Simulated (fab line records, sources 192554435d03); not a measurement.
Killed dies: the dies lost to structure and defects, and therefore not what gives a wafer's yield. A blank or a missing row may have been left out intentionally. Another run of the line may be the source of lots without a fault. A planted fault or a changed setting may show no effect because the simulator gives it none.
fab line records	flow n5Finfet
record lots=24	wafers=72	lastDay=19
route steps=1938 shown BEOL_M4@1036 BEOL_M5@1136
lots untouched by any fault: they come from a run of this same line in which no faults occurred
startH: the number of hours between the record's first day and the start of the first shown wafer of the lot	waitH: hours from the lot's prior step to this one	" repeats the value in the row above	L1.1+2: one row covering several wafers at once	- no value, or no start given	* or withheld: withheld	< > ~ a bound
route shown NAME@n: NAME is a module with steps in the file, n the number in the route of the first one	usual: the fault-free wafers' mean and standard deviation	same: alike in all rows	chamber/n: place in a boat	sites: per-site readings	_std_site: their standard deviation	_edge_site: mean of outer sites minus mean of inner sites	radiusMm: how far each site lies from the wafer's centre	mask NAME#n: copy n	behind: the most recent tool/chamber to have shaped the wafer	hold: reason for holding the lot/hours on hold/outcome of the hold	device: transistor that didn't switch, given as n, p or np	end of line: tests of these same wafers at the route's end	a step given without rows: its recipe and nothing more	killed: the dies lost at the first sort to structure and to defects; this is not the yield of the wafer	map: the dies of a wafer, with x for killed, . for not killed, _ for no die there
set.NAME: the run value of the setting; set.NAME@STEP: its run value at that earlier step	model.NAME: the simulator's own value behind a step, which no gauge read
a sample of lots followed through the steps of the route, with each step as a table and each wafer as a row
services: when a tool's chamber went out of use (startH, in hours from the record's first day, below 0 if earlier), for how many hours, and the reason
## steps
# step N5_BEOL_M4_INSPECT_13
# recipe mode=adi	inspectInstrument=brightfield
# usual rawDefectCount=421/85
lot.wafer	tool	chamber	startH	waitH	rawDefectCount
L075.2	defectInspect-02	-	189.30	0.0	366
L075.4	"	-	"	"	476
L075.5	"	-	"	"	574
L074.2	defectInspect-01	-	192.55	0.0	513
L074.5	"	-	"	"	404
L074.6	"	-	"	"	479
L078.1	defectInspect-02	-	193.77	0.1	392
L078.2	"	-	"	"	421
L078.6	"	-	"	"	657
L077.2	defectInspect-02	-	193.94	0.0	396
L077.3	"	-	"	"	587
L077.6	"	-	"	"	333
L076.2	defectInspect-02	-	193.98	0.0	405
L076.4	"	-	"	"	348
L076.6	"	-	"	"	444
L079.1	defectInspect-01	-	198.07	0.1	491
L079.4	"	-	"	"	298
L079.5	"	-	"	"	528
L080.1	defectInspect-02	-	214.68	0.1	395
L080.3	"	-	"	"	483
L080.6	"	-	"	"	539
L081.3	defectInspect-02	-	214.85	0.0	379
L081.5	"	-	"	"	313
L081.6	"	-	"	"	297
L082.3	defectInspect-01	-	218.38	0.0	470
L082.5	"	-	"	"	371
L082.6	"	-	"	"	397
L083.2	defectInspect-02	-	229.26	0.0	445
L083.3	"	-	"	"	325
L083.4	"	-	"	"	397
L084.1	defectInspect-02	-	243.32	0.1	306
L084.4	"	-	"	"	374
L084.5	"	-	"	"	323
L085.4	defectInspect-02	-	244.14	0.0	321
L085.5	"	-	"	"	404
L085.6	"	-	"	"	282
L086.2	defectInspect-01	-	244.17	0.0	422
L086.5	"	-	"	"	325
L086.6	"	-	"	"	315
L087.4	defectInspect-02	-	244.22	0.0	415
L087.5	"	-	"	"	476
L087.6	"	-	"	"	499
L088.2	defectInspect-02	-	257.81	0.0	303
L088.3	"	-	"	"	363
L088.4	"	-	"	"	371
L089.1	defectInspect-01	-	260.87	0.1	393
L089.5	"	-	"	"	451
L089.6	"	-	"	"	421
L090.3	defectInspect-01	-	265.77	0.0	339
L090.4	"	-	"	"	312
L090.5	"	-	"	"	304
L091.1	defectInspect-02	-	276.06	0.1	488
L091.2	"	-	"	"	250
L091.4	"	-	"	"	456
L093.3	defectInspect-01	-	287.97	0.0	487
L093.4	"	-	"	"	323
L093.6	"	-	"	"	600
L092.1	defectInspect-01	-	288.66	0.1	430
L092.3	"	-	"	"	531
L092.5	"	-	"	"	500
L094.1	defectInspect-02	-	297.23	0.1	463
L094.2	"	-	"	"	441
L094.5	"	-	"	"	390
L096.2	defectInspect-01	-	311.40	0.1	360
L096.3	"	-	"	"	501
L096.6	"	-	"	"	379
L095.1	defectInspect-02	-	314.67	0.1	390
L095.4	"	-	"	"	442
L095.5	"	-	"	"	540
L097.3	defectInspect-01	-	318.73	0.0	624
L097.4	"	-	"	"	485
L097.5	"	-	"	"	421
# step N5_BEOL_M4_SPUTTER_48
# recipe material=Cu	targetThkA=45	tempC=-20	chamberPressurePa=0.07	powerW=withheld	timeS=8.29
# usual throttleValvePct=30.2/1
lot.wafer	tool	chamber	startH	waitH	throttleValvePct
L075.2	pvdSputter-01	-	199.60	0.2	28.0
L075.4	"	-	"	"	30.2
L075.5	"	-	"	"	30.0
L074.2	pvdSputter-02	-	200.02	0.2	29.7
L074.5	"	-	"	"	29.5
L074.6	"	-	"	"	30.5
L078.1	pvdSputter-01	-	204.83	1.6	28.1
L078.2	"	-	"	"	30.6
L078.6	"	-	"	"	28.3
L077.2	pvdSputter-02	-	210.20	0.2	30.2
L077.3	"	-	"	"	31.8
L077.6	"	-	"	"	32.0
L076.2	pvdSputter-03	-	215.33	0.2	30.2
L076.4	"	-	"	"	29.8
L076.6	"	-	"	"	29.9
L079.1	pvdSputter-01	-	220.03	0.2	30.2
L079.4	"	-	"	"	28.2
L079.5	"	-	"	"	30.3
L080.1	pvdSputter-03	-	223.59	0.1	31.1
L080.3	"	-	"	"	31.6
L080.6	"	-	"	"	29.8
L081.3	pvdSputter-03	-	233.86	0.2	31.5
L081.5	"	-	"	"	31.5
L081.6	"	-	"	"	31.1
L082.3	pvdSputter-01	-	235.60	1.8	28.2
L082.5	"	-	"	"	27.8
L082.6	"	-	"	"	30.1
L083.2	pvdSputter-01	-	246.27	1.6	30.1
L083.3	"	-	"	"	30.0
L083.4	"	-	"	"	30.8
L085.4	pvdSputter-01	-	251.61	0.0	30.7
L085.5	"	-	"	"	30.6
L085.6	"	-	"	"	30.0
L084.1	pvdSputter-03	-	254.36	0.1	31.8
L084.4	"	-	"	"	30.1
L084.5	"	-	"	"	31.2
L086.2	pvdSputter-02	-	254.63	0.2	30.3
L086.5	"	-	"	"	31.9
L086.6	"	-	"	"	29.7
L087.4	pvdSputter-02	-	268.92	1.5	29.9
L087.5	"	-	"	"	30.0
L087.6	"	-	"	"	30.4
L088.2	pvdSputter-02	-	276.70	0.8	29.7
L088.3	"	-	"	"	30.2
L088.4	"	-	"	"	29.8
L089.1	pvdSputter-02	-	280.62	0.1	30.1
L089.5	"	-	"	"	29.7
L089.6	"	-	"	"	31.9
L090.3	pvdSputter-02	-	288.14	0.1	31.6
L090.4	"	-	"	"	29.8
L090.5	"	-	"	"	31.8
L091.1	pvdSputter-02	-	290.28	0.1	30.5
L091.2	"	-	"	"	30.0
L091.4	"	-	"	"	31.9
L093.3	pvdSputter-01	-	293.80	0.1	30.4
L093.4	"	-	"	"	28.4
L093.6	"	-	"	"	30.2
L092.1	pvdSputter-01	-	297.16	0.1	28.4
L092.3	"	-	"	"	30.1
L092.5	"	-	"	"	30.1
L094.1	pvdSputter-01	-	314.00	0.1	30.9
L094.2	"	-	"	"	28.3
L094.5	"	-	"	"	30.7
L096.2	pvdSputter-01	-	315.84	0.5	30.2
L096.3	"	-	"	"	30.1
L096.6	"	-	"	"	30.2
L095.1	pvdSputter-03	-	323.30	0.1	31.3
L095.4	"	-	"	"	29.9
L095.5	"	-	"	"	31.2
L097.3	pvdSputter-02	-	324.99	0.1	29.7
L097.4	"	-	"	"	31.8
L097.5	"	-	"	"	29.6
# step N5_BEOL_M4_ANNEAL_49
# recipe tempC=400	timeS=240	ambient=vacuum
# usual heaterPowerW=841/84
lot.wafer	tool	chamber	startH	waitH	heaterPowerW
L075.2	pvdSputter-01	-	199.68	0.0	842
L075.4	"	-	"	"	795
L075.5	"	-	"	"	811
L074.2	pvdSputter-02	-	200.10	0.0	874
L074.5	"	-	"	"	754
L074.6	"	-	"	"	989
L078.1	pvdSputter-01	-	204.91	0.0	845
L078.2	"	-	"	"	886
L078.6	"	-	"	"	855
L077.2	pvdSputter-02	-	210.28	0.0	1011
L077.3	"	-	"	"	918
L077.6	"	-	"	"	886
L076.2	pvdSputter-03	-	215.41	0.0	914
L076.4	"	-	"	"	927
L076.6	"	-	"	"	923
L079.1	pvdSputter-01	-	220.11	0.0	816
L079.4	"	-	"	"	855
L079.5	"	-	"	"	719
L080.1	pvdSputter-03	-	223.67	0.0	709
L080.3	"	-	"	"	792
L080.6	"	-	"	"	946
L081.3	pvdSputter-03	-	233.94	0.0	731
L081.5	"	-	"	"	807
L081.6	"	-	"	"	704
L082.3	pvdSputter-01	-	235.68	0.0	842
L082.5	"	-	"	"	854
L082.6	"	-	"	"	832
L083.2	pvdSputter-01	-	246.35	0.0	733
L083.3	"	-	"	"	816
L083.4	"	-	"	"	868
L085.4	pvdSputter-01	-	251.69	0.0	871
L085.5	"	-	"	"	878
L085.6	"	-	"	"	688
L084.1	pvdSputter-03	-	254.44	0.0	785
L084.4	"	-	"	"	908
L084.5	"	-	"	"	715
L086.2	pvdSputter-02	-	254.71	0.0	996
L086.5	"	-	"	"	894
L086.6	"	-	"	"	858
L087.4	pvdSputter-02	-	269.00	0.0	870
L087.5	"	-	"	"	880
L087.6	"	-	"	"	1019
L088.2	pvdSputter-02	-	276.78	0.0	762
L088.3	"	-	"	"	994
L088.4	"	-	"	"	861
L089.1	pvdSputter-02	-	280.70	0.0	990
L089.5	"	-	"	"	775
L089.6	"	-	"	"	900
L090.3	pvdSputter-02	-	288.22	0.0	907
L090.4	"	-	"	"	867
L090.5	"	-	"	"	887
L091.1	pvdSputter-02	-	290.36	0.0	1007
L091.2	"	-	"	"	856
L091.4	"	-	"	"	906
L093.3	pvdSputter-01	-	293.88	0.0	897
L093.4	"	-	"	"	881
L093.6	"	-	"	"	854
L092.1	pvdSputter-01	-	297.24	0.0	849
L092.3	"	-	"	"	709
L092.5	"	-	"	"	698
L094.1	pvdSputter-01	-	314.08	0.0	890
L094.2	"	-	"	"	850
L094.5	"	-	"	"	856
L096.2	pvdSputter-01	-	315.92	0.0	820
L096.3	"	-	"	"	719
L096.6	"	-	"	"	718
L095.1	pvdSputter-03	-	323.38	0.0	716
L095.4	"	-	"	"	953
L095.5	"	-	"	"	721
L097.3	pvdSputter-02	-	325.07	0.0	774
L097.4	"	-	"	"	917
L097.5	"	-	"	"	774
# step N5_BEOL_M4_INSPECT_59
# recipe inspectInstrument=darkfield	mode=postDep
# usual rawDefectCount=77/27
lot.wafer	tool	chamber	startH	waitH	rawDefectCount
L075.2	defectInspect-02	-	202.46	0.0	46
L075.4	"	-	"	"	53
L075.5	"	-	"	"	35
L074.2	defectInspect-02	-	202.99	0.0	106
L074.5	"	-	"	"	82
L074.6	"	-	"	"	89
L078.1	defectInspect-02	-	207.66	0.0	71
L078.2	"	-	"	"	102
L078.6	"	-	"	"	69
L077.2	defectInspect-02	-	213.06	0.0	71
L077.3	"	-	"	"	119
L077.6	"	-	"	"	79
L076.2	defectInspect-02	-	218.20	0.0	85
L076.4	"	-	"	"	83
L076.6	"	-	"	"	102
L079.1	defectInspect-01	-	222.88	0.0	62
L079.4	"	-	"	"	52
L079.5	"	-	"	"	57
L080.1	defectInspect-01	-	226.43	0.0	125
L080.3	"	-	"	"	99
L080.6	"	-	"	"	158
L081.3	defectInspect-01	-	236.83	0.0	94
L081.5	"	-	"	"	117
L081.6	"	-	"	"	98
L082.3	defectInspect-01	-	238.44	0.0	64
L082.5	"	-	"	"	98
L082.6	"	-	"	"	90
L083.2	defectInspect-01	-	249.10	0.0	124
L083.3	"	-	"	"	102
L083.4	"	-	"	"	86
L085.4	defectInspect-02	-	254.45	0.0	121
L085.5	"	-	"	"	94
L085.6	"	-	"	"	61
L084.1	defectInspect-01	-	257.25	0.0	124
L084.4	"	-	"	"	106
L084.5	"	-	"	"	54
L086.2	defectInspect-01	-	257.50	0.0	67
L086.5	"	-	"	"	58
L086.6	"	-	"	"	58
L087.4	defectInspect-02	-	271.89	0.0	66
L087.5	"	-	"	"	102
L087.6	"	-	"	"	51
L088.2	defectInspect-01	-	279.55	0.0	74
L088.3	"	-	"	"	58
L088.4	"	-	"	"	74
L089.1	defectInspect-01	-	283.45	0.0	138
L089.5	"	-	"	"	77
L089.6	"	-	"	"	80
L090.3	defectInspect-01	-	290.98	0.0	80
L090.4	"	-	"	"	148
L090.5	"	-	"	"	108
L091.1	defectInspect-01	-	293.11	0.0	57
L091.2	"	-	"	"	120
L091.4	"	-	"	"	111
L093.3	defectInspect-02	-	296.94	0.0	77
L093.4	"	-	"	"	77
L093.6	"	-	"	"	54
L092.1	defectInspect-02	-	301.57	0.0	41
L092.3	"	-	"	"	48
L092.5	"	-	"	"	58
L094.1	defectInspect-01	-	319.08	0.0	66
L094.2	"	-	"	"	56
L094.5	"	-	"	"	56
L096.2	defectInspect-02	-	319.63	0.0	63
L096.3	"	-	"	"	57
L096.6	"	-	"	"	44
L095.1	defectInspect-01	-	326.28	0.0	41
L095.4	"	-	"	"	59
L095.5	"	-	"	"	40
L097.3	defectInspect-01	-	327.83	0.0	81
L097.4	"	-	"	"	67
L097.5	"	-	"	"	75
# step N5_BEOL_M5_HM_OPEN_17
# recipe chemistry=Cl2/BCl3	targetDepthA=200	overetchA=60	target=TiN	maskMaterial=SOC	ionEnergyEv=150	pressureMtorr=10	icpW=1000	biasW=126	Cl2_flow_sccm=53.25	bcl3FlowSccm=21.75	Ar_flow_sccm=25
# usual drypumpMotorCurrentA=5.5/0.43	heBacksideLeakSccm=3.4/0.39	oesProductAu=0.62/0.078	throttleValvePct=22.30/0.23
lot.wafer	tool	chamber	startH	waitH	drypumpMotorCurrentA	heBacksideLeakSccm	oesProductAu	rfHoursCounterH	throttleValvePct
L075.2	rieMetal-03	1	206.75	0.0	5.1	3.4	0.59	88	22.04
L075.4	"	0	"	"	5.2	3.2	0.59	-	22.53
L075.5	"	1	"	"	5.2	3.2	0.58	-	22.05
L074.2	rieMetal-01	0	206.86	0.0	6.2	3.2	0.58	93	21.92
L074.5	"	0	"	"	6.1	3.2	0.58	-	21.92
L074.6	"	1	"	"	5.4	3.0	0.69	-	22.38
L078.1	rieMetal-02	0	210.65	0.0	5.2	3.8	0.56	104	22.53
L078.2	"	1	"	"	6.1	3.4	0.71	23	22.24
L078.6	"	0	"	"	5.2	3.8	0.56	-	22.52
L077.2	rieMetal-02	0	218.48	0.1	5.2	3.8	0.56	-	22.52
L077.3	"	0	"	"	5.2	3.7	0.55	-	22.54
L077.6	"	0	"	"	5.1	3.9	0.55	-	22.53
L076.2	rieMetal-03	0	221.79	0.0	5.2	3.4	0.58	87	22.55
L076.4	"	1	"	"	5.1	3.4	0.58	-	22.05
L076.6	"	1	"	"	5.1	3.2	0.58	-	22.05
L079.1	rieMetal-01	0	227.34	0.0	6.2	3.2	0.57	95	21.92
L079.4	"	1	"	"	5.4	3.5	0.68	-	22.38
L079.5	"	0	"	"	6.1	3.2	0.57	-	21.95
L080.1	rieMetal-02	0	229.43	0.0	5.2	3.9	0.55	107	22.56
L080.3	"	0	"	"	5.2	3.7	0.55	-	22.54
L080.6	"	0	"	"	5.2	3.8	0.56	-	22.54
L081.3	rieMetal-01	0	240.18	0.1	6.1	2.9	0.57	-	21.93
L081.5	"	1	"	"	5.4	3.3	0.67	-	22.40
L081.6	"	0	"	"	6.1	3.3	0.58	-	21.92
L082.3	rieMetal-03	0	243.23	0.1	5.2	3.1	0.57	-	22.56
L082.5	"	1	"	"	5.1	3.3	0.58	-	22.05
L082.6	"	0	"	"	5.2	3.1	0.58	-	22.56
L083.2	rieMetal-03	0	253.20	0.0	5.2	3.2	0.58	89	22.55
L083.3	"	0	"	"	5.2	3.2	0.59	-	22.54
L083.4	"	1	"	"	5.1	3.5	0.57	-	22.07
L085.4	rieMetal-02	0	257.66	0.1	5.1	3.7	0.55	-	22.55
L085.5	"	0	"	"	5.1	3.7	0.55	-	22.53
L085.6	"	1	"	"	6.1	3.4	0.69	-	22.27
L084.1	rieMetal-02	0	261.37	0.0	5.1	5.2	0.55	111	22.55
L084.4	"	0	"	"	5.1	3.7	0.55	-	22.54
L084.5	"	1	"	"	6.1	3.4	0.70	-	22.24
L086.2	rieMetal-02	0	261.60	0.0	5.1	3.7	0.55	111	22.56
L086.5	"	0	"	"	5.1	3.8	0.56	-	22.54
L086.6	"	1	"	"	6.1	3.7	0.71	-	22.24
L087.4	rieMetal-02	1	275.04	0.1	6.1	3.7	0.69	-	22.26
L087.5	"	1	"	"	6.1	3.6	0.68	-	22.28
L087.6	"	1	"	"	6.1	3.6	0.69	-	22.27
L088.2	rieMetal-03	0	283.77	0.0	5.2	3.3	0.58	92	22.56
L088.3	"	0	"	"	5.2	3.1	0.57	-	22.57
L088.4	"	1	"	"	5.1	3.3	0.58	-	22.07
L089.1	rieMetal-01	0	288.15	0.0	6.1	3.2	0.57	98	21.95
L089.5	"	0	"	"	6.1	3.2	0.57	-	21.97
L089.6	"	1	"	"	5.4	3.2	0.67	-	22.40
L090.3	rieMetal-02	0	294.32	0.1	5.1	3.7	0.85	-	22.09
L090.4	"	1	"	"	6.1	3.3	0.68	-	22.28
L090.5	"	0	"	"	5.1	3.6	0.87	-	22.07
L091.1	rieMetal-01	1	297.18	0.0	5.4	3.2	0.66	48	22.41
L091.2	"	0	"	"	6.1	2.8	0.56	99	21.95
L091.4	"	1	"	"	5.4	3.2	0.66	-	22.42
L093.3	rieMetal-03	1	300.68	0.1	5.1	3.2	0.57	-	22.04
L093.4	"	0	"	"	5.2	3.1	0.57	-	22.56
L093.6	"	1	"	"	5.1	3.3	0.57	-	22.08
L092.1	rieMetal-03	1	305.14	0.0	5.1	3.3	0.58	97	22.04
L092.3	"	0	"	"	5.2	3.0	0.57	-	22.57
L092.5	"	0	"	"	5.2	3.1	0.59	-	22.54
L094.1	rieMetal-03	1	322.32	0.0	5.1	3.4	0.57	100	22.05
L094.2	"	0	"	"	5.3	3.0	0.57	96	22.58
L094.5	"	1	"	"	5.1	3.3	0.57	-	22.07
L096.2	rieMetal-03	0	322.98	0.0	5.2	3.1	0.56	97	22.58
L096.3	"	1	"	"	5.1	3.4	0.56	-	22.09
L096.6	"	1	"	"	5.1	3.4	0.56	-	22.09
L095.1	rieMetal-02	0	331.53	0.0	5.2	3.7	0.82	3	22.10
L095.4	"	0	"	"	5.1	3.6	0.82	-	22.10
L095.5	"	0	"	"	5.1	3.6	0.82	-	22.09
L097.3	rieMetal-02	1	331.79	0.1	6.1	3.5	0.68	-	22.26
L097.4	"	0	"	"	5.1	3.6	0.83	-	22.08
L097.5	"	1	"	"	6.1	3.4	0.69	-	22.27
# step N5_BEOL_M5_OVL_MEAS_29
# recipe pointsPerWafer=522
# usual V4_OVL=0.5/0.77
lot.wafer	tool	chamber	startH	waitH	V4_OVL[nm]
L075.2	overlay-01	0	207.28	0.0	0.8
L075.4	"	0	"	"	-0.2
L075.5	"	0	"	"	-1.2
L074.2	overlay-02	0	207.43	0.0	2.1
L074.5	"	0	"	"	1.2
L074.6	"	0	"	"	0.9
L078.1	overlay-02	0	213.73	0.0	1.8
L078.2	"	0	"	"	0.9
L078.6	"	0	"	"	1.4
L077.2	overlay-01	0	219.17	0.0	0.1
L077.3	"	0	"	"	0.0
L077.6	"	0	"	"	-0.2
L076.2	overlay-01	0	225.65	0.0	0.2
L076.4	"	0	"	"	0.4
L076.6	"	0	"	"	0.7
L079.1	overlay-01	0	228.00	0.0	1.6
L079.4	"	0	"	"	2.6
L079.5	"	0	"	"	1.4
L080.1	overlay-01	0	231.11	0.0	0.1
L080.3	"	0	"	"	1.0
L080.6	"	0	"	"	-0.2
L081.3	overlay-01	0	241.83	0.0	0.5
L081.5	"	0	"	"	0.3
L081.6	"	0	"	"	0.9
L082.3	overlay-02	0	246.33	0.0	2.0
L082.5	"	0	"	"	1.7
L082.6	"	0	"	"	1.6
L083.2	overlay-02	0	256.22	0.0	0.9
L083.3	"	0	"	"	0.0
L083.4	"	0	"	"	0.4
L085.4	overlay-01	0	259.62	0.0	0.4
L085.5	"	0	"	"	0.9
L085.6	"	0	"	"	0.3
L086.2	overlay-01	0	263.04	0.0	0.9
L086.5	"	0	"	"	0.7
L086.6	"	0	"	"	1.5
L084.1	overlay-02	0	264.06	0.0	0.8
L084.4	"	0	"	"	0.4
L084.5	"	0	"	"	0.4
L087.4	overlay-02	0	278.28	0.0	1.0
L087.5	"	0	"	"	0.9
L087.6	"	0	"	"	1.7
L088.2	overlay-01	0	284.46	0.0	1.2
L088.3	"	0	"	"	0.9
L088.4	"	0	"	"	0.9
L089.1	overlay-01	0	291.58	0.0	0.4
L089.5	"	0	"	"	1.3
L089.6	"	0	"	"	1.4
L090.3	overlay-01	0	295.05	0.0	0.2
L090.4	"	0	"	"	0.4
L090.5	"	0	"	"	0.6
L091.1	overlay-01	0	298.80	0.0	0.2
L091.2	"	0	"	"	0.6
L091.4	"	0	"	"	0.1
L093.3	overlay-02	0	303.70	0.0	0.6
L093.4	"	0	"	"	-0.4
L093.6	"	0	"	"	-0.7
L092.1	overlay-02	0	305.79	0.0	-0.3
L092.3	"	0	"	"	-0.5
L092.5	"	0	"	"	0.0
L094.1	overlay-02	0	323.15	0.0	-0.6
L094.2	"	0	"	"	-0.3
L094.5	"	0	"	"	-0.5
L096.2	overlay-01	0	324.26	0.0	0.3
L096.3	"	0	"	"	-0.2
L096.6	"	0	"	"	-0.3
L095.1	overlay-01	0	333.36	0.0	-0.7
L095.4	"	0	"	"	-0.8
L095.5	"	0	"	"	-0.7
L097.3	overlay-02	0	333.42	0.0	1.1
L097.4	"	0	"	"	1.8
L097.5	"	0	"	"	2.5
## services
tool	chamber	startH	hours	kind
rieMetal-02	-	175.96	1.2	repair
rieMetal-01	-	188.71	2.8	pm
rieMetal-02	-	206.38	0.5	repair
rieMetal-02	1	218.44	21.5	repair
rieMetal-01	0	246.35	12.9	repair
rieMetal-03	-	255.91	1.1	repair
rieMetal-02	0	263.37	-	clean
rieMetal-02	0	263.37	16.7	scheduledDown
rieMetal-02	0	263.37	16.7	ventCycle
pvdSputter-01	-	272.01	0.5	repair
## key
fault none
